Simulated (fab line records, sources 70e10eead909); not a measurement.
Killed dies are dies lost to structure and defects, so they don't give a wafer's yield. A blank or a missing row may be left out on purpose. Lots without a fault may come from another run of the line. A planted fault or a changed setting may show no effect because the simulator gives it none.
A struck lot beside a sound one | flow nand_harc | 14 steps out of a route of 1302
Sound: wafers L370.1, L370.2, L370.6. Struck: wafers L382.3, L382.6. (L382.4 of the same lot was not struck and is left out.) The cause comes at the end.
At each step with rows: each side's tool, then ch and its chambers, then its first start. Under that, the readings that differ: sound wafers | struck wafers | difference of the means | sigmas: that difference in standard deviations of wafers without a fault.
alike: readings whose means differ by less than 2 such deviations, and words and numbers that are the same on both sides. not compared: withheld readings, readings that some wafer has no value for, bounds like >300 that may hide the same value, and numbers for which the record gives no deviation and whose values overlap.
The two part at a step that has a row with sigmas, a row that says differs or no value, or rows on one side only. Numbers that don't overlap but have no deviation are shown without sigmas and don't part them. A reading that every wafer of one side lacks parts them only if that side has two wafers or more.

NHARC_P_CONTACT_DESCUM_17: chemistry O2, time 3 s.
  sound on rie_diel-10 ch 0,1, day 5 22:50; struck on rie_diel-02 ch 2, day 10 19:22
  alike: drypump_motor_current_A, oes_product_au, rf_vpp_V, showerhead_plenum_p_Torr, throttle_valve_pct
  not compared: rf_hours_counter_h
NHARC_P_CONTACT_ETCH_35: etches the open film in CF4, target depth 39 nm, time 65 s.
  sound on rie_diel-10 ch 0, day 5 22:58; struck on rie_diel-02 ch 0,2, day 10 19:27
  alike: drypump_motor_current_A, oes_product_au, rf_vpp_V, showerhead_plenum_p_Torr, throttle_valve_pct
  not compared: rf_hours_counter_h
then, 3 steps without rows for these wafers: NHARC_P_CONTACT_ETCH_36 (etches the open film in N2/H2, target depth 260 nm, time 406.25 s); NHARC_P_CONTACT_ETCH_18 (etches the open film in C4F8/O2/Ar, target depth 481 nm, time 240.5 s); NHARC_P_CONTACT_STRIP_37 (strips in C4F8/O2/Ar).
NHARC_P_CONTACT_ETCH_31: etches the open film in CH3F/O2, target depth 30 nm, time 85.7 s.
  sound on rie_diel-10 ch 0, day 6 00:40; struck on rie_diel-02 ch 0,2
  alike: ch3f_flow_sccm, drypump_motor_current_A, oes_product_au, rf_vpp_V, showerhead_plenum_p_Torr, throttle_valve_pct
  not compared: rf_hours_counter_h
NHARC_P_CONTACT_CD_MEAS_19:
  sound on cd_sem-02, day 6 00:55; struck on cd_sem-02, day 10 20:14
  reading    | sound          | struck    | difference | sigmas
  cd_nm (nm) | 91.1 89.8 89.0 | 85.4 86.7 | -3.9       | -2
then, 2 steps without rows for these wafers: NHARC_P_CONTACT_STRIP_28 (strips in O2); NHARC_P_CONTACT_STRIP_29 (strips in post etch residue remover, time 1200 s).
NHARC_P_CONTACT_DEGAS_38: time 60 s.
  sound on pvd_sputter-01, day 6 01:38; struck on pvd_sputter-03, day 10 20:57
  alike: heater_power_w
then, 1 step without rows for these wafers: NHARC_P_CONTACT_PRE_CLEAN_39 (time 19.5 s).
NHARC_P_CONTACT_PVD_32: deposits Ti, target thk 5 nm, time 17.7 s.
  sound on pvd_sputter-01; struck on pvd_sputter-03
  alike: cathode_dc_power_W, substrate_temp_c, throttle_valve_pct
NHARC_P_CONTACT_ALD_22: deposits TiN, target thk 3 nm, pulse time 1 s, ald cycles 150.
  sound on ald_metal-01 ch 0,2, day 6 01:53; struck on ald_metal-04 ch 0, day 10 21:11
  reading    | sound       | struck | difference | sigmas
  ald_cycles | 150 150 150 | 65 65  | -85        |
  alike: heater_power_w, precursor_pulse_height_rel
then, 1 step without rows for these wafers: NHARC_P_CONTACT_CVD_23 (deposits W, target thk 200 nm, time 557 s).

WHERE THEY PART
Only at NHARC_P_CONTACT_CD_MEAS_19, within this record. Later steps at which nothing parts them and some readings are alike: NHARC_P_CONTACT_DEGAS_38, NHARC_P_CONTACT_PVD_32, NHARC_P_CONTACT_ALD_22.

WHY: what the simulator had put in
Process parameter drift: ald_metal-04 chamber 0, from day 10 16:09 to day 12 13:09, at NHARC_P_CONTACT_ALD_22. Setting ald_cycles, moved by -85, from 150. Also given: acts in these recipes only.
